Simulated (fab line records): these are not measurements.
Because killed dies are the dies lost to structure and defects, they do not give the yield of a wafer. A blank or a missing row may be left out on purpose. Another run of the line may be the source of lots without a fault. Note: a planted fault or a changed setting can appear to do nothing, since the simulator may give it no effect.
Problem report, 8D (eight disciplines) form, completed by code -- flow nand harc -- the parts of the form that need people (team, actions taken, sign-off) are left out

## 1. WHAT IS WRONG
Wafers without a fault read 90.7 %, standard deviation 2.9; defect limited yield at NHARC_END_SORT_01 reads a mean of 0.0 % on 3 wafers belonging to 2 lots. That is -31 standard deviations from the usual mean.
First observed at day 31 01:01: wafer L857.4, on prober-02. Wafers with a number at this step in the record: 5, from 2 lots. Rule for "out", or "out of limits": more than 4 standard deviations from the usual mean. The rest of the wafers with a number are treated as sound.

## 2. WHAT THIS IS AND IS NOT
question,is,is not
which readings at this step,"defect limited yield, killed at array, killed dies","killed at other, killed at periphery, killed open, killed short"
which lots,"L857, L860",-
which wafers of those lots,"L857.4, L860.4, L860.5","L857.1, L860.6"
read on which gauges,"prober-01, prober-02",-
when,from day 31 01:01,up to then (1 sound wafer); but 1 sound wafer of L860 came after

## 3. SUSPECTS, AND WHAT RULES EACH OUT
Counting: a tool at a process step up to the reading stays a suspect if it ran every lot that is out. Sound lots after the first of them don't rule it out here, since some wafers of a struck lot are sound.
- the gauge at NHARC_END_SORT_01 has been ruled out. Those wafers that are out were read across 2 gauges (prober-01, prober-02).
- rtp anneal-01 at NHARC_A_M1_ANNEAL_31 (time 90 s): kept. It ran every lot that is out, first L857 (day 29 14:35).
- rie diel-05 at NHARC_A_BONDPAD_ETCH_12 (etches the open film in CHF3/O2, target depth 220 nm, time 110 s): kept. It ran every lot that is out, first L857 (day 29 17:43). Out on those wafers are its own readings of run length s.
Remaining after the count are rtp anneal-01 at NHARC_A_M1_ANNEAL_31 and rie diel-05 at NHARC_A_BONDPAD_ETCH_12.

## 4. THE CAUSE (what the simulator had put in)
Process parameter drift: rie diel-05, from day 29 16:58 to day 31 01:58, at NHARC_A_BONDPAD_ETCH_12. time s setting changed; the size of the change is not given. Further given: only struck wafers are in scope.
Counting leaves 2 suspects; this tool is one of them.

## 5. THE CHAIN OF EFFECTS, in route order
One row per reading whose mean, taken over the struck wafers that have a number, lies over 3 standard deviations from the usual. Scope: only readings with a usual standard deviation given in the record; hours: median across lots of the time from each lot's start at the first step in this table that gives one to its start at this step; sigmas: change in usual standard deviations.
hours,step,reading,usual,on struck wafers,change,sigmas
0,NHARC_A_BONDPAD_ETCH_12,run length s,131.0 s,101.6,-29.4,-82
32,NHARC_END_SORT_01,defect limited yield,90.7 %,0.0,-90.7,-31
32,NHARC_END_SORT_01,killed at array,58,672,+614,+31
32,NHARC_END_SORT_01,killed dies,63,677,+614,+31
Here are the process steps it includes:
- NHARC_A_BONDPAD_ETCH_12: etches the open film in CHF3/O2, target depth 220 nm, time 110 s.

## 6. HOW IT WOULD HAVE BEEN CAUGHT EARLIER
32 hours passed between the start of the fault at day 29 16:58 and the first reading out of limits at a measuring or inspecting step in this record, taken at day 31 01:01.
At NHARC_A_BONDPAD_ETCH_12, the tool's own readings (run length s) were out on each struck wafer the step has a row for, so an alarm limit on them would have fired on the first such wafer.
By day 31 01:01 the whole set of lots that are out, 2 in number, had already begun NHARC_A_BONDPAD_ETCH_12 on rie diel-05. A hold on the tool at that time would have spared none of them.
